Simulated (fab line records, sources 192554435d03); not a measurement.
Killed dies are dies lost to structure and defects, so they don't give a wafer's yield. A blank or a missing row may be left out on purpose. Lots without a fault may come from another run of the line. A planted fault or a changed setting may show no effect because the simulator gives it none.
Split-lot experiment | flow n5_finfet | 7 lots, 21 wafers read, on a route of 1938 steps

THE SPLIT
At N5_WELL_APT_PEB_06 (peb time 90 s), the setting peb_time_s was moved away from the recipe's 90 s on 8 of the 21 wafers read, by -17.6% to +22.0%. The other wafers ran this setting at the recipe's value.

FROM THE SPLIT TO THE READING: what the file shows between them, 2 steps
- N5_WELL_APT_DEVELOP_07: develop time 45 s
- N5_WELL_APT_HARDBAKE_12: time 120 s

THE READING
cd_nm, in nm, at N5_WELL_APT_CD_MEAS_08 (target cd 200 nm). Fault-free wafers of this fab line usually give 199.8 nm, standard deviation 1.8 nm.

wafer  | tool, chamber at the split | peb_time_s as run, s | against the recipe | cd_nm, nm | against lot-mates on the recipe
L083.3 | litho_track-05, 0          | 74.52                | -17.2%             | 190.9     | -7.1
L083.4 | litho_track-05, 0          | 74.52                | -17.2%             | 190.6     | -7.4
L083.6 | litho_track-05, 0          | 90                   | recipe             | 198.0     | -
L089.2 | litho_track-01, 0          | 76.48                | -15.0%             | 194.4     | -6.4
L089.5 | litho_track-01, 0          | 90                   | recipe             | 200.0     | -
L089.6 | litho_track-01, 0          | 90                   | recipe             | 201.7     | -
L090.1 | litho_track-05, 0          | 90                   | recipe             | 197.8     | -
L090.2 | litho_track-05, 0          | 90                   | recipe             | 197.0     | -
L090.6 | litho_track-05, 0          | 90                   | recipe             | 199.0     | -
L091.2 | litho_track-01, 0          | 90                   | recipe             | 202.7     | -
L091.4 | litho_track-01, 0          | 90                   | recipe             | 203.1     | -
L091.5 | litho_track-01, 0          | 90                   | recipe             | 204.2     | -
L092.1 | litho_track-05, 0          | 109.8                | +22.0%             | 205.9     | +7.5
L092.3 | litho_track-05, 0          | 90                   | recipe             | 198.4     | -
L092.5 | litho_track-05, 0          | 109.8                | +22.0%             | 206.5     | +8.1
L094.2 | litho_track-02, 0          | 90                   | recipe             | 199.9     | -
L094.4 | litho_track-02, 0          | 90                   | recipe             | 198.7     | -
L094.6 | litho_track-02, 0          | 106.9                | +18.8%             | 206.7     | +7.4
L097.1 | litho_track-02, 0          | 90                   | recipe             | 198.9     | -
L097.2 | litho_track-02, 0          | 74.16                | -17.6%             | 191.7     | -7.2
L097.4 | litho_track-02, 0          | 74.16                | -17.6%             | 191.8     | -7.1

THE FIT
A straight line over all 21 wafers: cd_nm changes by +0.391 nm for each +1% of peb_time_s; r = +0.91; the points scatter about the line by 2.1 nm.
The same after taking each lot's own level away (the mean of its wafers on the recipe; 21 wafers): +0.39 nm for each +1%; r = +0.99; scatter 0.62 nm.
On that fit, the largest move of peb_time_s shifts the reading by 8.6 nm.
The lots' own levels span 197.93 to 203.33 nm, that is 3.0 times the standard deviation above.
So the lot-to-lot level changes the slope little: the two slopes agree.
Check: with one of the wafers moved furthest among these (+22.0%) left out of the fit, the line predicts +8.7 nm for it against its lot-mates. It came out at +7.5 nm against them.

THE WHOLE CHAIN: every reading that the file lists as answering this split, in the file's order
step                   | what it does             | reading                                                         | change (the file's fit)               | r (the file's)
N5_WELL_APT_CD_MEAS_08 | target cd 200 nm         | cd_nm                                                           | +0.396 nm for each +1% of the setting | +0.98
N5_WELL_APT_DESCUM_13  | chemistry O2, time 7.9 s | WELL_APT.cd_nm (the simulator's own value, which no gauge read) | +0.393 nm for each +1% of the setting | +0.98

THE FILE'S OWN FIT
cd_nm changes by +0.396 nm for each +1% of peb_time_s, r = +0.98.
